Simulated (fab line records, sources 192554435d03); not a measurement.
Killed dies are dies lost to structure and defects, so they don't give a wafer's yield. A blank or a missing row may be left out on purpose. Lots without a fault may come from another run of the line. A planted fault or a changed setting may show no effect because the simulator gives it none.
fab line records | flow n5_finfet | part 1 of 2: steps 1 to 4 of 6
record lots=24 wafers=72 last_day=19
route steps=1938 shown WELL_APT@55 FIN_SAQP@116 FIN_CUT@178
lots that met no fault: from a run of the same line without faults
start_h: hours from the record's first day to the start of the lot's first wafer shown | wait_h: hours since the lot's step before | " the same as in the row above | L1.1+2: a row that stands for several wafers | - no value, or no start given | * or withheld: withheld | < > ~ a bound
route shown NAME@n: a module of which the file shows steps, and the number in the route of the first | usual: mean/standard deviation of fault-free wafers | same: alike in all rows | chamber/n: place in a boat | sites: the reading at each site | _std_site: their standard deviation | _edge_site: outer sites' mean less inner sites' | radius_mm: how far each site lies from the wafer's centre | mask NAME#n: copy n | behind: the tool/chamber that last shaped the wafer | hold: why the lot was held/for how many hours/how that ended | device: the transistor (n, p or np) that didn't switch | end of line: the same wafers' tests at the end of the route | a step without rows: its recipe alone | killed: dies lost to structure and defects at the first sort, not the wafer's yield | map: a wafer's dies, x killed, . not, _ none there
set.NAME: the setting as run; set.NAME@STEP: as run at that earlier step | model.NAME: the simulator's own value behind a step, which no gauge read
steps of the route over a sample of lots; a table a step, a row a wafer
services: from which hour (start_h, from the record's first day; less than 0 if before it) a tool's chamber was out of use, for how many hours, and why
## steps
# step N5_WELL_APT_EPI_41
# recipe material=Si target_thk_a=500 temp_c=650 precursor=SiH4/H2 pressure_torr=20 time_s=297.7
# usual lamp_inner_pct=13.8/0.86 throttle_valve_pct=11.1/0.57
# columns lot.wafer tool chamber start_h wait_h lamp_inner_pct throttle_valve_pct
L074.3 epi_rpcvd-01 0 16.87 0.3 14.8 10.3
L074.5 " 0 " " 14.9 10.2
L074.6 " 0 " " 14.9 10.0
L075.2 epi_rpcvd-01 0 22.52 0.2 14.8 10.4
L075.3 " 0 " " 14.6 10.1
L075.5 " 0 " " 14.8 10.2
L076.1 epi_rpcvd-03 0 27.95 0.0 14.1 11.5
L076.2 " 0 " " 14.3 11.7
L076.6 " 0 " " 14.3 11.8
L077.1 epi_rpcvd-03 0 35.38 0.0 14.2 11.5
L077.2 " 0 " " 14.2 11.6
L077.6 " 0 " " 14.0 11.5
L078.1 epi_rpcvd-04 0 40.09 0.0 12.8 11.1
L078.3 " 0 " " 12.7 11.1
L078.4 " 0 " " 12.8 11.4
L079.1 epi_rpcvd-01 0 46.23 0.0 14.9 10.3
L079.3 " 0 " " 14.7 10.4
L079.6 " 0 " " 14.7 10.3
L080.3 epi_rpcvd-04 0 52.32 0.2 12.7 11.3
L080.5 " 0 " " 12.5 11.2
L080.6 " 0 " " 12.8 11.3
L081.1 epi_rpcvd-03 0 58.52 0.0 14.3 11.7
L081.2 " 0 " " 14.2 11.6
L081.5 " 0 " " 14.0 11.3
L082.1 epi_rpcvd-04 0 64.12 0.0 12.6 11.4
L082.2 " 0 " " 12.8 11.3
L082.6 " 0 " " 12.7 11.2
L083.1 epi_rpcvd-03 0 70.43 0.0 14.1 11.8
L083.2 " 0 " " 14.2 11.7
L083.3 " 0 " " 14.1 11.7
L084.1 epi_rpcvd-03 0 76.12 0.0 14.2 11.8
L084.5 " 0 " " 14.2 11.3
L084.6 " 0 " " 14.2 11.5
L085.1 epi_rpcvd-04 0 81.89 0.0 12.9 11.4
L085.3 " 0 " " 12.6 11.0
L085.6 " 0 " " 12.8 11.1
L086.1 epi_rpcvd-03 0 88.57 0.5 14.2 11.4
L086.3 " 0 " " 14.2 11.8
L086.5 " 0 " " 14.2 11.5
L087.2 epi_rpcvd-03 0 94.21 0.2 14.3 11.8
L087.5 " 0 " " 14.0 11.4
L087.6 " 0 " " 14.2 11.6
L088.3 epi_rpcvd-01 0 100.24 0.2 14.8 10.2
L088.5 " 0 " " 14.8 10.1
L088.6 " 0 " " 14.8 9.8
L089.1 epi_rpcvd-04 0 106.03 0.0 12.6 11.4
L089.3 " 0 " " 12.7 11.3
L089.6 " 0 " " 12.6 11.2
L090.1 epi_rpcvd-03 0 111.87 0.0 14.0 11.6
L090.3 " 0 " " 14.2 11.5
L090.5 " 0 " " 14.0 11.5
L091.1 epi_rpcvd-04 0 118.18 0.0 12.6 11.3
L091.4 " 0 " " 12.8 11.1
L091.6 " 0 " " 12.6 11.1
L092.2 epi_rpcvd-04 0 124.81 0.2 12.7 11.2
L092.3 " 0 " " 12.9 11.5
L092.6 " 0 " " 12.8 11.2
L093.1 epi_rpcvd-03 0 129.96 0.0 14.2 11.4
L093.3 " 0 " " 14.3 11.5
L093.5 " 0 " " 14.2 11.5
L094.1 epi_rpcvd-01 0 135.78 0.0 14.7 10.2
L094.2 " 0 " " 14.8 10.3
L094.5 " 0 " " 14.8 10.3
L095.1 epi_rpcvd-04 0 142.04 0.0 12.8 11.2
L095.4 " 0 " " 12.7 11.1
L095.6 " 0 " " 12.8 11.2
L096.1 epi_rpcvd-01 0 148.04 0.0 14.8 10.2
L096.3 " 0 " " 14.8 10.1
L096.4 " 0 " " 14.8 10.3
L097.1 epi_rpcvd-04 0 154.19 0.0 12.7 11.2
L097.3 " 0 " " 12.7 11.2
L097.6 " 0 " " 12.8 11.4
# step N5_FIN_SAQP_ETCH_52
# recipe chemistry=N2/H2 target=SOC target_depth_a=1000 overetch_a=200 mask_material=SiARC temp_c=40 time_s=150 ion_energy_ev=200 pressure_mtorr=30 source_w=840 bias_w=150 n2_flow_sccm=200 h2_flow_sccm=200 ends=end_point
# usual drypump_motor_current_A=5.7/0.43 oes_product_au=0.70/0.075 rf_vpp_V=524.3/1.8 showerhead_plenum_p_Torr=2.55/0.059 throttle_valve_pct=17.84/0.15
# columns lot.wafer tool chamber start_h wait_h drypump_motor_current_A oes_product_au rf_hours_counter_h rf_vpp_V showerhead_plenum_p_Torr throttle_valve_pct
L074.3 rie_diel-05 2 22.74 0.0 5.5 0.65 167 524.3 2.54 17.76
L074.5 " 0 " " 6.2 0.68 - 526.1 2.55 17.92
L074.6 " 1 " " 5.4 0.70 - 524.8 2.56 17.95
L075.2 rie_diel-06 0 27.96 0.0 5.8 0.62 242 526.3 2.60 18.13
L075.3 " 1 " " 5.7 0.60 247 526.6 2.63 18.08
L075.5 " 3 " " 5.8 0.69 - 524.3 2.53 17.69
L076.1 rie_diel-05 2 34.47 0.0 5.5 0.65 171 524.7 2.54 17.77
L076.2 " 0 " " 6.2 0.68 125 524.2 2.54 17.91
L076.6 " 1 " " 5.4 0.70 - 524.2 2.55 17.98
L077.1 rie_diel-06 0 41.20 0.0 5.8 0.62 247 524.8 2.59 18.16
L077.2 " 3 " " 5.8 0.69 129 523.1 2.53 17.68
L077.6 " 2 " " 6.3 0.66 - 522.6 2.53 17.77
L078.1 rie_diel-05 1 46.18 0.0 5.4 0.69 130 524.8 2.55 17.96
L078.3 " 2 " " 5.5 0.65 175 524.9 2.54 17.75
L078.4 " 0 " " 6.2 0.67 129 525.3 2.54 17.93
L079.1 rie_diel-06 3 52.66 0.0 5.8 0.68 135 525.9 2.53 17.70
L079.3 " 2 " " 6.3 0.66 165 523.4 2.53 17.79
L079.6 " 2 " " 6.3 0.66 - 524.7 2.53 17.78
L080.3 rie_diel-02 3 58.14 0.0 6.4 0.63 232 519.3 2.38 17.85
L080.5 " 1 " " 5.0 0.65 - 523.4 2.52 17.81
L080.6 " 2 " " 5.8 0.84 - 525.4 2.60 17.69
L081.1 rie_diel-06 2 64.03 0.0 6.3 0.65 168 523.0 2.53 17.78
L081.2 " 3 " " 5.8 0.68 138 524.5 2.53 17.71
L081.5 " 3 " " 5.8 0.68 - 524.5 2.53 17.70
L082.1 rie_diel-05 2 70.72 0.0 5.5 0.65 184 524.5 2.54 17.80
L082.2 " 0 " " 6.3 0.66 137 524.6 2.54 17.94
L082.6 " 1 " " 5.4 0.69 - 524.6 2.55 17.98
L083.1 rie_diel-02 2 76.41 0.0 5.8 0.82 14 524.4 2.59 17.70
L083.2 " 3 " " 6.4 0.61 238 519.2 2.38 17.87
L083.3 " 1 " " 5.0 0.66 191 523.2 2.52 17.81
L084.1 rie_diel-05 1 81.97 0.0 5.4 0.69 142 524.6 2.55 17.98
L084.5 " 1 " " 5.4 0.69 - 522.4 2.55 18.00
L084.6 " 0 " " 6.3 0.66 - 523.6 2.54 17.95
L085.1 rie_diel-05 3 91.04 0.0 5.3 0.85 4 524.7 2.61 17.77
L085.3 " 0 " " 6.2 0.66 141 525.1 2.54 17.94
L085.6 " 3 " " 5.3 0.84 - 523.9 2.61 17.77
L086.1 rie_diel-06 3 94.93 0.0 5.8 0.67 148 522.5 2.52 17.72
L086.3 " 1 " " 5.8 0.81 13 525.7 2.63 17.65
L086.5 " 1 " " 5.7 0.81 - 525.0 2.63 17.67
L087.2 rie_diel-02 0 100.56 0.0 5.2 0.64 201 524.8 2.62 18.08
L087.5 " 3 " " 6.4 0.61 - 519.9 2.38 17.90
L087.6 " 0 " " 5.2 0.65 - 526.0 2.62 18.07
L088.3 rie_diel-02 3 107.59 0.0 6.4 0.61 250 519.9 2.37 17.89
L088.5 " 3 " " 6.4 0.62 - 517.7 2.37 17.89
L088.6 " 1 " " 5.0 0.65 - 524.6 2.51 17.84
L089.1 rie_diel-05 3 111.63 0.0 5.3 0.83 8 524.5 2.61 17.78
L089.3 " 2 " " 5.5 0.64 194 523.2 2.53 17.80
L089.6 " 2 " " 5.5 0.63 - 522.7 2.53 17.80
L090.1 rie_diel-05 1 119.15 0.0 5.4 0.68 150 524.1 2.54 18.01
L090.3 " 2 " " 5.5 0.64 196 523.2 2.53 17.78
L090.5 " 1 " " 5.4 0.68 - 524.6 2.54 18.00
L091.1 rie_diel-05 1 124.49 0.0 5.4 0.68 153 525.1 2.54 18.01
L091.4 " 0 " " 6.3 0.66 150 524.0 2.53 17.95
L091.6 " 3 " " 5.3 0.82 - 525.3 2.61 17.77
L092.2 rie_diel-05 0 130.75 0.0 6.2 0.66 154 524.9 2.53 17.97
L092.3 " 1 " " 5.4 0.68 157 524.8 2.54 18.02
L092.6 " 0 " " 6.3 0.66 - 522.7 2.53 17.96
L093.1 rie_diel-06 2 136.18 0.0 6.3 0.64 192 522.3 2.52 17.82
L093.3 " 3 " " 5.8 0.67 163 523.8 2.52 17.75
L093.5 " 1 " " 5.7 0.78 - 524.7 2.62 17.67
L094.1 rie_diel-06 3 141.88 0.0 5.8 0.66 164 523.8 2.52 17.73
L094.2 " 0 " " 5.8 0.82 23 524.3 2.58 17.79
L094.5 " 2 " " 6.3 0.64 - 522.6 2.52 17.84
L095.1 rie_diel-06 1 147.38 0.0 5.8 0.78 30 526.2 2.62 17.68
L095.4 " 0 " " 5.8 0.81 25 523.9 2.58 17.78
L095.6 " 2 " " 6.3 0.63 - 524.8 2.52 17.83
L096.1 rie_diel-02 1 153.56 0.0 5.0 0.63 218 522.5 2.50 17.86
L096.3 " 3 " " 6.4 0.86 3 528.7 2.69 17.41
L096.4 " 2 " " 5.8 0.78 35 525.1 2.58 17.74
L097.1 rie_diel-02 3 159.85 0.1 6.4 0.85 7 529.4 2.69 17.41
L097.3 " 3 " " 6.4 0.85 - 529.8 2.69 17.41
L097.6 " 2 " " 5.8 0.77 - 524.5 2.58 17.75
# step N5_FIN_SAQP_ETCH_69
# recipe chemistry=N2/H2 target=SOC target_depth_a=1500 stop_on=SiNx ion_energy_ev=100 bias_w=61 pressure_mtorr=30 source_w=850 n2_flow_sccm=200 h2_flow_sccm=200
# usual drypump_motor_current_A=5.7/0.48 oes_product_au=0.76/0.082 rf_vpp_V=240.8/1.2 showerhead_plenum_p_Torr=2.54/0.07 throttle_valve_pct=17.84/0.13
# columns lot.wafer tool chamber start_h wait_h drypump_motor_current_A oes_product_au rf_hours_counter_h rf_vpp_V showerhead_plenum_p_Torr throttle_valve_pct
L074.3 rie_diel-02 1 25.40 - 5.0 0.72 170 240.6 2.52 17.77
L074.5 " 0 " " 5.2 0.73 - 243.2 2.63 18.01
L074.6 " 1 " " 5.0 0.73 - 240.1 2.52 17.77
L075.2 rie_diel-05 0 30.61 - 6.3 0.75 123 241.5 2.54 17.89
L075.3 " 2 " " 5.5 0.72 170 239.7 2.54 17.74
L075.5 " 3 " " 5.3 0.68 - 241.6 2.62 18.12
L076.1 rie_diel-02 0 37.38 - 5.2 0.72 179 241.5 2.62 18.01
L076.2 " 3 " " 6.4 0.69 224 239.2 2.39 17.83
L076.6 " 3 " " 6.4 0.69 - 239.0 2.39 17.82
L077.1 rie_diel-06 2 44.11 - 6.3 0.73 160 241.6 2.53 17.76
L077.2 " 0 " " 5.8 0.67 248 241.5 2.59 18.14
L077.6 " 3 " " 5.8 0.77 - 241.8 2.53 17.70
L078.1 rie_diel-02 1 48.92 - 5.0 0.71 180 240.5 2.52 17.78
L078.3 " 3 " " 6.4 0.68 228 239.2 2.38 17.83
L078.4 " 0 " " 5.2 0.72 183 241.3 2.62 18.04
L079.1 rie_diel-05 1 55.53 - 5.4 0.77 135 240.5 2.55 17.96
L079.3 " 0 " " 6.2 0.73 133 241.3 2.54 17.90
L079.6 " 0 " " 6.2 0.74 - 242.6 2.54 17.93
L080.3 rie_diel-06 2 62.10 - 6.3 0.72 167 242.5 2.53 17.80
L080.5 " 1 " " 5.8 0.94 - 241.4 2.63 17.61
L080.6 " 3 " " 5.8 0.75 - 240.8 2.53 17.69
L081.1 rie_diel-06 3 66.74 - 5.8 0.75 139 239.1 2.53 17.70
L081.2 " 1 " " 5.8 0.93 4 242.3 2.63 17.64
L081.5 " 3 " " 5.8 0.75 - 241.4 2.53 17.68
L082.1 rie_diel-02 0 73.44 - 5.2 0.72 192 241.1 2.62 18.05
L082.2 " 3 " " 6.4 0.68 238 237.4 2.38 17.85
L082.6 " 2 " " 5.8 0.90 - 242.0 2.59 17.70
L083.1 rie_diel-05 1 80.49 - 5.4 0.75 141 241.1 2.55 17.98
L083.2 " 2 " " 5.5 0.71 186 240.2 2.53 17.76
L083.3 " 0 " " 6.2 0.73 140 239.9 2.54 17.91
L084.1 rie_diel-02 2 84.60 - 5.8 0.90 16 242.0 2.59 17.72
L084.5 " 0 " " 5.2 0.72 - 242.6 2.62 18.04
L084.6 " 1 " " 5.0 0.70 - 241.5 2.51 17.81
L085.1 rie_diel-02 0 93.67 - 5.2 0.71 198 241.3 2.62 18.04
L085.3 " 3 " " 6.4 0.68 243 239.2 2.38 17.87
L085.6 " 1 " " 5.0 0.71 - 241.7 2.51 17.80
L086.1 rie_diel-02 3 98.35 - 6.4 0.67 246 238.4 2.38 17.87
L086.3 " 1 " " 5.0 0.70 198 240.0 2.51 17.83
L086.5 " 1 " " 5.0 0.70 - 239.2 2.51 17.81
L087.2 rie_diel-02 1 103.49 - 5.0 0.71 200 239.5 2.51 17.82
L087.5 " 0 " " 5.2 0.71 - 240.5 2.61 18.06
L087.6 " 1 " " 4.9 0.70 - 238.4 2.51 17.82
L088.3 rie_diel-06 1 110.33 - 5.7 0.88 19 240.7 2.62 17.67
L088.5 " 2 " " 6.3 0.72 - 239.4 2.52 17.80
L088.6 " 1 " " 5.7 0.88 - 242.1 2.62 17.66
L089.1 rie_diel-02 1 114.28 - 5.0 0.70 205 241.7 2.51 17.83
L089.3 " 0 " " 5.2 0.71 207 241.7 2.61 18.07
L089.6 " 3 " " 6.4 0.67 - 237.5 2.37 17.90
L090.1 rie_diel-05 2 122.23 - 5.5 0.70 198 240.4 2.53 17.79
L090.3 " 1 " " 5.4 0.74 152 240.4 2.54 17.98
L090.5 " 1 " " 5.4 0.75 - 240.9 2.54 18.02
L091.1 rie_diel-02 2 127.30 - 5.8 0.87 27 241.0 2.59 17.72
L091.4 " 1 " " 5.0 0.70 - 240.6 2.51 17.84
L091.6 " 0 " " 5.2 0.70 - 239.6 2.61 18.09
L092.2 rie_diel-06 1 133.55 - 5.8 0.87 26 241.4 2.62 17.67
L092.3 " 2 " " 6.3 0.71 191 240.1 2.52 17.84
L092.6 " 1 " " 5.8 0.87 - 240.1 2.62 17.67
L093.1 rie_diel-05 2 138.84 - 5.5 0.69 206 240.3 2.53 17.81
L093.3 " 3 " " 5.4 0.90 16 240.7 2.61 17.77
L093.5 " 0 " " 6.3 0.72 - 241.0 2.53 17.97
L094.1 rie_diel-06 2 144.62 - 6.3 0.70 194 238.8 2.51 17.82
L094.2 " 3 " " 5.8 0.73 165 241.6 2.52 17.75
L094.5 " 2 " " 6.3 0.70 - 242.1 2.52 17.85
L095.1 rie_diel-06 1 150.07 - 5.8 0.86 31 239.4 2.62 17.68
L095.4 " 2 " " 6.3 0.70 195 240.6 2.51 17.85
L095.6 " 1 " " 5.8 0.86 - 242.4 2.62 17.67
L096.1 rie_diel-05 3 156.28 - 5.3 0.89 22 239.9 2.61 17.79
L096.3 " 1 " " 5.4 0.74 165 242.2 2.54 18.03
L096.4 " 0 " " 6.3 0.71 162 240.4 2.53 17.97
L097.1 rie_diel-06 3 162.57 - 5.8 0.73 171 240.6 2.51 17.75
L097.3 " 0 " " 5.8 0.89 29 239.4 2.58 17.79
L097.6 " 3 " " 5.8 0.73 - 242.3 2.51 17.74
# step N5_FIN_SAQP_CD_MEAS_31
# recipe target_cd_nm=8 landing_energy_ev=1000 detector=se_inlens polarity=line
# usual cd_nm=8.08/0.22
# columns lot.wafer tool chamber start_h wait_h cd_nm
L074.3 cd_sem-03 0 26.24 0.1 7.93
L074.5 " 0 " " 7.86
L074.6 " 0 " " 7.65
L075.2 cd_sem-02 0 31.63 0.1 8.05
L075.3 " 0 " " 8.37
L075.5 " 0 " " 8.15
L076.1 cd_sem-02 0 38.21 0.1 8.24
L076.2 " 0 " " 8.01
L076.6 " 0 " " 7.93
L077.1 cd_sem-01 0 45.10 0.1 8.39
L077.2 " 0 " " 8.47
L077.6 " 0 " " 8.09
L078.1 cd_sem-02 0 49.75 0.1 8.14
L078.3 " 0 " " 8.33
L078.4 " 0 " " 8.52
L079.1 cd_sem-03 0 56.50 0.1 7.86
L079.3 " 0 " " 7.80
L079.6 " 0 " " 8.18
L080.3 cd_sem-03 0 62.93 0.1 8.11
L080.5 " 0 " " 7.79
L080.6 " 0 " " 8.03
L081.1 cd_sem-02 0 67.62 0.1 7.60
L081.2 " 0 " " 8.10
L081.5 " 0 " " 7.62
L082.1 cd_sem-01 0 74.26 0.1 8.13
L082.2 " 0 " " 7.83
L082.6 " 0 " " 7.94
L083.1 cd_sem-01 0 81.95 0.1 8.15
L083.2 " 0 " " 8.35
L083.3 " 0 " " 7.71
L084.1 cd_sem-02 0 85.79 0.1 8.28
L084.5 " 0 " " 8.26
L084.6 " 0 " " 8.24
L085.1 cd_sem-03 0 94.66 0.1 8.16
L085.3 " 0 " " 8.04
L085.6 " 0 " " 8.02
L086.1 cd_sem-01 0 99.84 0.1 8.21
L086.3 " 0 " " 7.61
L086.5 " 0 " " 8.00
L087.2 cd_sem-01 0 104.93 0.1 8.12
L087.5 " 0 " " 7.82
L087.6 " 0 " " 8.20
L088.3 cd_sem-02 0 111.19 0.1 7.35
L088.5 " 0 " " 8.24
L088.6 " 0 " " 7.67
L089.1 cd_sem-02 0 115.11 0.1 8.26
L089.3 " 0 " " 8.34
L089.6 " 0 " " 8.03
L090.1 cd_sem-03 0 123.73 0.1 8.40
L090.3 " 0 " " 8.16
L090.5 " 0 " " 7.76
L091.1 cd_sem-02 0 128.13 0.1 8.25
L091.4 " 0 " " 7.88
L091.6 " 0 " " 8.26
L092.2 cd_sem-03 0 134.39 0.1 7.95
L092.3 " 0 " " 8.45
L092.6 " 0 " " 8.33
L093.1 cd_sem-02 0 140.72 0.1 8.13
L093.3 " 0 " " 8.03
L093.5 " 0 " " 7.86
L094.1 cd_sem-01 0 145.44 0.1 8.05
L094.2 " 0 " " 8.38
L094.5 " 0 " " 8.16
L095.1 cd_sem-01 0 151.72 0.1 7.97
L095.4 " 0 " " 8.30
L095.6 " 0 " " 7.75
L096.1 cd_sem-03 0 157.14 0.1 8.44
L096.3 " 0 " " 8.29
L096.4 " 0 " " 7.99
L097.1 cd_sem-01 0 163.51 0.1 8.35
L097.3 " 0 " " 7.84
L097.6 " 0 " " 8.30
